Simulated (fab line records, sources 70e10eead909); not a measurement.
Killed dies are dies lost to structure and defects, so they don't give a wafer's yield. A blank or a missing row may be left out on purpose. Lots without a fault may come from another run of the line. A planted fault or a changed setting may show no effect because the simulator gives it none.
A struck lot beside a sound one | flow nand_harc | 17 steps out of a route of 1302
Sound: wafers L685.1, L685.4, L685.5. Struck: wafers L692.1, L692.2. (L692.4 of the same lot was not struck and is left out.) The cause comes at the end.
At each step with rows: each side's tool, then ch and its chambers, then its first start. Under that, the readings that differ: sound wafers | struck wafers | difference of the means | sigmas: that difference in standard deviations of wafers without a fault.
alike: readings whose means differ by less than 2 such deviations, and words and numbers that are the same on both sides. not compared: withheld readings, readings that some wafer has no value for, bounds like >300 that may hide the same value, and numbers for which the record gives no deviation and whose values overlap.
The two part at a step that has a row with sigmas, a row that says differs or no value, or rows on one side only. Numbers that don't overlap but have no deviation are shown without sigmas and don't part them. A reading that every wafer of one side lacks parts them only if that side has two wafers or more.

NHARC_A_M0_OVL_MEAS_10: pitch 160 nm.
  sound on overlay-02, day 25 08:07; struck on overlay-02, day 28 22:26
  reading           | sound       | struck  | difference | sigmas
  overlay_y_nm (nm) | 2.4 1.9 1.4 | 0.0 0.3 | -1.8       | -2
  alike: overlay_x_nm
NHARC_A_M0_INSPECT_11:
  sound on defect_inspect-02, day 25 08:09; struck on defect_inspect-02, day 28 22:28
  reading          | sound      | struck | difference | sigmas
  raw_defect_count | 96 118 126 | 30 31  | -83        | -2
NHARC_A_M0_DESCUM_14: chemistry O2, time 3 s.
  sound on rie_diel-10 ch 0,2,3, day 25 08:14; struck on rie_diel-11 ch 1,2, day 28 22:32
  alike: drypump_motor_current_A, oes_product_au, rf_vpp_V, showerhead_plenum_p_Torr, throttle_valve_pct
  not compared: rf_hours_counter_h
NHARC_A_M0_ETCH_34: etches the open film in N2/H2, target depth 40 nm, overetch 12 nm, time 43.94 s.
  sound on rie_diel-10 ch 0,1,2, day 25 08:19; struck on rie_diel-11 ch 2,3, day 28 22:37
  alike: drypump_motor_current_A, oes_product_au, rf_vpp_V, showerhead_plenum_p_Torr, throttle_valve_pct
  not compared: rf_hours_counter_h
then, 1 step without rows for these wafers: NHARC_A_M0_ETCH_15 (etches the open film in C4F8/Ar, target depth 150 nm, overetch 15 nm, time 82.5 s).
NHARC_A_M0_CD_MEAS_16:
  sound on cd_sem-02, day 25 08:31; struck on cd_sem-03, day 28 22:50
  alike: cd_nm
NHARC_A_M0_STRIP_18: strips in N2/H2.
  sound on rie_diel-10 ch 2,3, day 25 08:35; struck on rie_diel-11 ch 0,2, day 28 22:55
  alike: drypump_motor_current_A, oes_product_au, power_w, rf_vpp_V, showerhead_plenum_p_Torr, throttle_valve_pct
  not compared: rf_hours_counter_h
then, 1 step without rows for these wafers: NHARC_A_M0_STRIP_19 (strips in post etch residue remover, time 600 s).
NHARC_A_M0_DEGAS_28: time 60 s.
  sound on pvd_sputter-02, day 25 09:08; struck on pvd_sputter-01, day 28 23:28
  alike: heater_power_w
NHARC_A_M0_PRE_CLEAN_29: time 30 s.
  sound on pvd_sputter-02; struck on pvd_sputter-01
  alike: heater_power_w
then, 2 steps without rows for these wafers: NHARC_A_M0_PVD_20 (deposits TaN, target thk 5 nm, time 8.06 s); NHARC_A_M0_PVD_21 (deposits Cu, target thk 30 nm, time 20.49 s).
NHARC_A_M0_ECD_22: material Cu, target thk 400 nm.
  sound on ecd_cu-01 ch 0,1, day 25 09:32; struck on ecd_cu-02 ch 0,1, day 28 23:50
then, 1 step without rows for these wafers: NHARC_A_M0_ANNEAL_30 (time 90 s).
NHARC_A_M0_CMP_23: polishes, t overpolish 20 s, target thk 113.75 nm.
  sound on cmp-03 ch 0,3, day 25 10:13; struck on cmp-01 ch 0,2, day 29 00:35
  reading                | sound          | struck    | difference | sigmas
  time_to_endpoint_s (s) | 29.9 28.1 30.0 | 19.7 21.6 | -8.7       | -4
  alike: motor_current_A
NHARC_A_M0_THK_MEAS_24: measures by xrf.
  sound on film_metro-02, day 25 10:31; struck on film_metro-02, day 29 00:53
  alike: thk_nm
NHARC_END_SORT_01:
  the record has rows for the sound wafers here (prober-02 ch 0, day 27 07:40) and none for the struck ones

WHERE THEY PART
First at NHARC_A_M0_OVL_MEAS_10; last, within this record, at NHARC_END_SORT_01.

WHY: what the simulator had put in
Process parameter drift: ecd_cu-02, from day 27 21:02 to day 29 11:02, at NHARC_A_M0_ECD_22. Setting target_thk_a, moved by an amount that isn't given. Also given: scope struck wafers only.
